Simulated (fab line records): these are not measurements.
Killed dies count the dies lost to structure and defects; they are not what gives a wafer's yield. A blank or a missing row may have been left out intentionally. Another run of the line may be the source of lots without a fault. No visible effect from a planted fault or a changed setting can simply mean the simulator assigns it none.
Chamber matching -- flow n5_finfet -- N5_HKMG_FIN_ALD_79 on ald_metal-02 has 4 sister chambers
The step deposits TiN, target thk 1.5 nm, pulse time 1 s, purge time 3 s. 20 wafers are shown with their chamber, then 10 later ones without.

## EACH WAFER AND ITS CHAMBER
wafer,chamber,heater_power_w (W),precursor_pulse_height_rel
L075.1,3,995,0.978
L075.2,2,839,0.983
L075.3,1,798,1.012
L075.4,0,911,1.007
L075.5,1,804,0.997
L075.6,0,884,1.003
L078.1,3,992,1.023
L078.3,0,881,1.016
L078.6,3,998,0.994
L081.1,2,835,1.008
L081.2,1,807,0.981
L081.3,0,903,1.029
L081.4,3,990,0.980
L081.5,3,987,0.982
L081.6,0,887,1.004
L082.1,1,776,0.980
L082.2,3,995,0.990
L082.3,0,902,1.009
L086.1,2,855,0.991
L086.4,1,803,0.985

SIGNATURES, as means of the wafers listed above
reading,chamber 0,chamber 1,chamber 2,chamber 3,scatter within a chamber
heater_power_w,894.67,797.60,843.00,992.83,10.2
precursor_pulse_height_rel,1.01133,0.99100,0.99400,0.99117,0.0136
Rule: distance of a wafer from a chamber = root of the sum over the readings of ((wafer's reading minus chamber's mean) / reading's scatter) squared. The wafer belongs to the nearest chamber; if the next one is less than 2 further off, it can't be placed. The scatter: take each reading less its chamber's mean, square it, sum over the shown wafers, divide by the number of wafers less the number of chambers, and take the root.

## WAFERS WHOSE CHAMBER IS MISSING
wafer,heater_power_w (W),precursor_pulse_height_rel
L086.5,926,0.996
L092.1,842,0.997
L092.2,808,0.987
L092.3,1018,0.999
L092.4,1012,1.027
L092.5,786,1.011
L092.6,847,0.998
L093.1,808,1.014
L093.2,826,0.958
L093.5,835,0.987

## CHAMBER TAKEN BY EACH
wafer,from the rows above,in truth
L086.5,0,0
L092.1,2,2
L092.2,1,1
L092.3,3,3
L092.4,3,3
L092.5,1,1
L092.6,2,2
L093.1,can't be placed: 1 or 2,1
L093.2,can't be placed: 2 or 1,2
L093.5,2,2
Placed correctly: 8 of 10. Not placeable from these rows: 2 (in 2, the candidates include the true chamber). Placed wrongly: 0.
